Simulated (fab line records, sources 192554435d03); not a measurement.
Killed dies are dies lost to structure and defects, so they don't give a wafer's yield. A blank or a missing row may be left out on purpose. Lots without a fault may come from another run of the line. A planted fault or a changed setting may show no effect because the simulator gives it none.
Which tool did it? | flow n5_finfet | 9 lots, 27 wafers sampled, at 5 steps of a route of 1938

WHAT THE GAUGES READ, wafer by wafer
N5_BEOL_M4_RC_MEAS_101. Usual: DIBL_N 35.9 mV/V, standard deviation 1.4; DIBL_P 35.9 mV/V, standard deviation 1.7; IOFF_N 0.160 nA/um, standard deviation 0.026; IOFF_P 0.21 nA/um, standard deviation 0.036; ION_N 672 uA/um, standard deviation 11; ION_P 461 uA/um, standard deviation 8.1; SS_N 71.4 mV/dec, standard deviation 0.54; SS_P 73.2 mV/dec, standard deviation 0.67; VT_N 249.3 mV, standard deviation 2.7; VT_P -250 mV, standard deviation 3.9.
lot  | measured     | on        | DIBL_N (mV/V)  | DIBL_P (mV/V)  | IOFF_N (nA/um)    | IOFF_P (nA/um) | ION_N (uA/um) | ION_P (uA/um) | SS_N (mV/dec)  | SS_P (mV/dec)  | VT_N (mV)         | VT_P (mV)      | flag
L128 | day 7 17:38  | prober-01 | 35.5 34.1 34.8 | 35.6 33.7 34.4 | 0.172 0.148 0.159 | 0.26 0.23 0.24 | 685 678 681   | 473 478 474   | 71.3 71.3 71.0 | 73.5 73.0 72.9 | 250.0 248.9 248.9 | -243 -246 -244 |
L130 | day 9 00:26  | prober-01 | 34.8 36.4 32.5 | 34.6 37.3 32.9 | 0.127 0.172 0.114 | 0.20 0.26 0.19 | 660 683 669   | 460 474 470   | 71.4 71.5 70.7 | 71.7 73.3 72.3 | 253.8 250.2 250.5 | -248 -246 -247 |
L132 | day 9 12:25  | prober-02 | 37.0 35.1 34.3 | 38.7 36.5 35.6 | 0.187 0.160 0.139 | 0.24 0.20 0.18 | 680 680 673   | 455 468 459   | 72.2 71.6 71.5 | 74.2 73.1 73.1 | 246.1 248.8 249.6 | -249 -253 -255 |
L133 | day 9 14:31  | prober-01 | 37.4 37.1 35.0 | 35.6 36.0 33.4 | 0.178 0.178 0.136 | 0.20 0.21 0.16 | 674 686 664   | 456 458 448   | 71.8 71.6 71.7 | 73.3 73.6 72.4 | 247.8 249.2 253.0 | -255 -253 -255 |
L136 | day 10 06:41 | prober-02 | 36.4 34.8 36.5 | 37.4 35.2 36.9 | 0.167 0.132 0.172 | 0.19 0.16 0.20 | 688 673 679   | 457 456 463   | 70.5 71.3 70.6 | 74.0 73.0 73.3 | 249.1 249.8 248.2 | -254 -256 -251 |
L141 | day 11 10:28 | prober-01 | 37.2 33.9 36.1 | 37.7 32.7 35.5 | 0.182 0.125 0.163 | 0.26 0.18 0.21 | 679 672 674   | 476 458 461   | 71.4 71.0 71.4 | 73.8 72.8 73.1 | 245.9 253.8 249.0 | -247 -249 -250 |
L142 | day 11 14:25 | prober-01 | 35.7 35.4 36.0 | 36.0 35.7 36.0 | 0.171 0.163 0.169 | 0.24 0.23 0.24 | 692 673 684   | 476 466 470   | 71.6 71.1 72.0 | 72.6 72.9 72.7 | 245.1 247.9 247.9 | -247 -244 -246 |
L149 | day 13 03:45 | prober-02 | 40.2 35.4 37.4 | 39.1 34.9 37.0 | 0.228 0.132 0.165 | 0.27 0.19 0.22 | 677 672 682   | 468 462 465   | 72.5 70.7 71.2 | 74.4 72.5 73.3 | 246.0 252.0 247.7 | -248 -254 -249 |
L150 | day 13 21:41 | prober-01 | 36.2 35.4 34.2 | 37.0 37.1 34.5 | 0.186 0.171 0.136 | 0.23 0.22 0.18 | 670 690 660   | 458 465 451   | 72.1 71.6 71.1 | 73.9 74.4 72.8 | 245.1 248.0 251.7 | -248 -250 -253 |

WHICH TOOL RAN EACH LOT (tool, then ch and the chambers of the sampled wafers, then the start)
lot  | N5_BEOL_M2_STRIP_19               | N5_BEOL_M2_COAT_76                | N5_BEOL_M2_DESCUM_33               | N5_BEOL_M2_ALD_98
L128 | rie_diel-01 ch 1,2,3, day 6 19:01 | litho_track-03 ch 0, day 6 19:08  | rie_diel-06 ch 2,3, day 6 19:40    | ald_sin-04 ch 0,1,3, day 6 20:04
L130 | rie_diel-05 ch 0,1,2, day 7 19:31 | litho_track-03 ch 0, day 7 19:37  | rie_diel-01 ch 0,1, day 7 20:01    | ald_sin-03 ch 1,2,3, day 7 20:46
L132 | rie_diel-01 ch 0,2, day 8 01:58   | litho_track-04 ch 0, day 8 02:05  | rie_diel-01 ch 0,2,3, day 8 02:29  | ald_sin-03 ch 0,1,3, day 8 02:37
L133 | rie_diel-01 ch 0,2,3, day 8 02:16 | litho_track-02 ch 0, day 8 02:23  | rie_diel-05 ch 2,3, day 8 02:55    | ald_sin-03 ch 1,3, day 8 03:02
L136 | rie_diel-05 ch 2,3, day 8 16:23   | litho_track-02 ch 0, day 8 16:30  | rie_diel-01 ch 0,1,2, day 8 16:54  | ald_sin-01 ch 1,2, day 8 18:31
L141 | rie_diel-01 ch 0,3, day 9 21:35   | litho_track-03 ch 0, day 9 21:41  | rie_diel-06 ch 0,3, day 9 22:05    | ald_sin-01 ch 1,2,3, day 9 22:14
L142 | rie_diel-05 ch 1,3, day 10 02:14  | litho_track-03 ch 0, day 10 02:21 | rie_diel-01 ch 0,3, day 10 02:53   | ald_sin-01 ch 2,3, day 10 03:01
L149 | rie_diel-06 ch 2,3, day 11 22:46  | litho_track-04 ch 0, day 11 22:53 | rie_diel-01 ch 0,1, day 11 23:18   | ald_sin-04 ch 0,1,3, day 11 23:26
L150 | rie_diel-05 ch 0,1, day 12 04:14  | litho_track-02 ch 0, day 12 04:21 | rie_diel-06 ch 0,1,3, day 12 04:45 | ald_sin-03 ch 0,1,2, day 12 05:28
- N5_BEOL_M2_STRIP_19: strips in O2.
- N5_BEOL_M2_COAT_76: time 60 s, resist thk 5 nm.
- N5_BEOL_M2_DESCUM_33: chemistry O2, time 7 s.
- N5_BEOL_M2_ALD_98: deposits SiO2, target thk 2.5 nm, pulse time 1 s, co reactant pulse time 1 s.

WHAT THE TOOLS THEMSELVES READ (means of the sampled wafers that have a number; where no wafer has one, the mark that the record gives instead)
N5_BEOL_M2_STRIP_19. Usual: drypump_motor_current_A 5.8 A, standard deviation 0.45; oes_product_au 0.77 a.u., standard deviation 0.097; rf_vpp_V 3.6 V, standard deviation 0.44; showerhead_plenum_p_Torr 2.09 Torr, standard deviation 0.099; throttle_valve_pct 16.72 %, standard deviation 0.16.
lot  | tool        | drypump_motor_current_A (A) | oes_product_au (a.u.) | rf_vpp_V (V) | showerhead_plenum_p_Torr (Torr) | throttle_valve_pct (%) | flag
L128 | rie_diel-01 | 5.9                         | 0.71                  | 3.4          | 2.09                            | 16.68                  |
L130 | rie_diel-05 | 5.8                         | 0.82                  | 3.7          | 2.05                            | 16.77                  |
L132 | rie_diel-01 | 6.0                         | 0.72                  | 3.9          | 2.14                            | 16.61                  |
L133 | rie_diel-01 | 5.7                         | 0.73                  | 3.8          | 2.12                            | 16.60                  |
L136 | rie_diel-05 | 5.3                         | 0.69                  | 3.7          | 2.01                            | 16.74                  |
L141 | rie_diel-01 | 5.4                         | 0.73                  | 3.5          | 2.08                            | 16.64                  |
L142 | rie_diel-05 | 6.1                         | 0.87                  | 3.5          | 2.19                            | 16.74                  |
L149 | rie_diel-06 | 5.6                         | 0.71                  | 3.9          | 2.06                            | 16.84                  |
L150 | rie_diel-05 | 5.7                         | 0.79                  | 3.7          | 2.01                            | 16.84                  |

N5_BEOL_M2_COAT_76. Usual: exhaust_pa 45.0 Pa, standard deviation 1; heater_power_total_W 391.7 W, standard deviation 1.4; plate_temp_C 205.01 C, standard deviation 0.16.
lot  | tool           | exhaust_pa (Pa) | heater_power_total_W (W) | plate_temp_C (C) | flag
L128 | litho_track-03 | 45.7            | 391.2                    | 205.02           |
L130 | litho_track-03 | 44.9            | 391.2                    | 205.12           |
L132 | litho_track-04 | 45.9            | 391.0                    | 205.22           |
L133 | litho_track-02 | 44.4            | 392.3                    | 204.84           |
L136 | litho_track-02 | 45.0            | 390.7                    | 205.08           |
L141 | litho_track-03 | 45.9            | 378.7                    | 198.94           | OFF
L142 | litho_track-03 | 44.1            | 376.4                    | 199.09           | OFF
L149 | litho_track-04 | 44.3            | 393.6                    | 204.88           |
L150 | litho_track-02 | 44.3            | 392.9                    | 204.87           |

N5_BEOL_M2_DESCUM_33. Usual: drypump_motor_current_A 5.7 A, standard deviation 0.47; oes_product_au 0.76 a.u., standard deviation 0.092; rf_vpp_V 243.2 V, standard deviation 1.7; showerhead_plenum_p_Torr 2.09 Torr, standard deviation 0.098; throttle_valve_pct 20.45 %, standard deviation 0.15.
lot  | tool        | drypump_motor_current_A (A) | oes_product_au (a.u.) | rf_vpp_V (V) | showerhead_plenum_p_Torr (Torr) | throttle_valve_pct (%) | flag
L128 | rie_diel-06 | 5.7                         | 0.77                  | 244.0        | 2.13                            | 20.50                  |
L130 | rie_diel-01 | 5.9                         | 0.74                  | 243.8        | 2.08                            | 20.40                  |
L132 | rie_diel-01 | 5.7                         | 0.74                  | 244.2        | 2.11                            | 20.33                  |
L133 | rie_diel-05 | 5.3                         | 0.69                  | 241.3        | 2.01                            | 20.46                  |
L136 | rie_diel-01 | 5.9                         | 0.73                  | 243.6        | 2.10                            | 20.38                  |
L141 | rie_diel-06 | 5.9                         | 0.76                  | 244.4        | 2.20                            | 20.61                  |
L142 | rie_diel-01 | 5.3                         | 0.74                  | 243.3        | 2.08                            | 20.37                  |
L149 | rie_diel-01 | 5.7                         | 0.74                  | 243.8        | 2.09                            | 20.40                  |
L150 | rie_diel-06 | 5.8                         | 0.81                  | 244.1        | 2.14                            | 20.50                  |

N5_BEOL_M2_ALD_98. Usual: heater_power_w 79 W, standard deviation 8.4; precursor_pulse_height_rel 1.001, standard deviation 0.022.
lot  | tool       | heater_power_w (W) | precursor_pulse_height_rel | flag
L128 | ald_sin-04 | 82                 | 1.014                      |
L130 | ald_sin-03 | 72                 | 1.016                      |
L132 | ald_sin-03 | 77                 | 1.012                      |
L133 | ald_sin-03 | 74                 | 1.004                      |
L136 | ald_sin-01 | 80                 | 0.999                      |
L141 | ald_sin-01 | 75                 | 1.024                      |
L142 | ald_sin-01 | 82                 | 0.987                      |
L149 | ald_sin-04 | 81                 | 0.993                      |
L150 | ald_sin-03 | 75                 | 0.990                      |

THE ANSWER, worked out from the rows above alone
Rule: a lot is off if the mean of its wafers that have a number lies more than 3 standard deviations from the usual mean. A lot without any number at a reading at which 4 lots or more have one is off too. The other lots that the step has rows for count as sound. The gauges are gone through in route order, then the tools' own readings, and for those a lot's mean is taken as printed above. The first step at which some lot is off is used, and at that step the reading that is off furthest; a lot without a number counts as furthest.
Off: L141, L142, at N5_BEOL_M2_COAT_76 (plate_temp_C).
A tool fits if, at that step or a process step before it, it ran every lot that is off, and no sound lot after the first of them. One fits: litho_track-03 at N5_BEOL_M2_COAT_76. Its last sound lot is L130 (day 7 19:37), its first lot that is off L141 (day 9 21:41): a fault that began between those two fits.
The tool's own readings at N5_BEOL_M2_COAT_76 bear it out: on the lots that are off they differ by more than 5 times the standard deviation of the sound lots' means. heater_power_total_W reads 377.5 W there against 391.8 W on the sound lots; plate_temp_C reads 199.01 C there against 205.00 C on the sound lots.

WHAT THE SIMULATOR HAD PUT IN
Process parameter drift: litho_track-03, from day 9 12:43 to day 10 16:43, at N5_BEOL_M2_COAT_76. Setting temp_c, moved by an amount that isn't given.
Lots struck among those shown: L141, L142. The rule above found the same.
